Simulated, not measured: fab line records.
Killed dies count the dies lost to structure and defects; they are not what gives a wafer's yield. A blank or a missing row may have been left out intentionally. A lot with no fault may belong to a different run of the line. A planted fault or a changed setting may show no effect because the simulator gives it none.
Matching of chambers | flow n5Finfet | N5_BEOL_M8_DESCUM_16 on rieDiel-06 has 4 sister chambers
The step chemistry O2, time 7.9 s. 4 wafers are shown with their chamber, then 11 later ones without.

WAFERS, EACH WITH ITS CHAMBER
wafer  | chamber | showerheadPlenumPTorr (Torr)
L086.2 | 0       | 2.03
L086.4 | 1       | 2.16
L086.5 | 3       | 2.07
L088.1 | 2       | 2.23

WAFERS MISSING THEIR CHAMBER
wafer  | showerheadPlenumPTorr (Torr)
L088.3 | 2.16
L088.4 | 2.07
L090.3 | 2.02
L090.4 | 2.23
L090.6 | 2.02
L089.3 | 2.23
L089.4 | 2.15
L089.5 | 2.23
L097.1 | 2.23
L097.2 | 2.15
L097.4 | 2.07

WHICH CHAMBER EACH WENT THROUGH
wafer  | from the rows above | in truth
L088.3 | 1                   | 1
L088.4 | 3                   | 3
L090.3 | 0                   | 0
L090.4 | 2                   | 2
L090.6 | 0                   | 0
L089.3 | 2                   | 2
L089.4 | 1                   | 1
L089.5 | 2                   | 2
L097.1 | 2                   | 2
L097.2 | 1                   | 1
L097.4 | 3                   | 3
Correctly placed: 11 of 11. Number that these rows cannot place: 0. Wrongly placed: 0.
How it was worked out, from the rows above alone: a wafer's distance from a chamber is the root of the sum, over the readings, of the square of ((its reading less the chamber's mean) divided by the reading's scatter). If the next closest chamber is less than 2 further off than the closest, the wafer can't be placed; otherwise it belongs to the closest. Each chamber's mean is taken over the wafers shown for it. The scatter (one wafer shown for each chamber): square how far every hidden wafer sits from the nearest shown wafer, average those squares and take the square root.
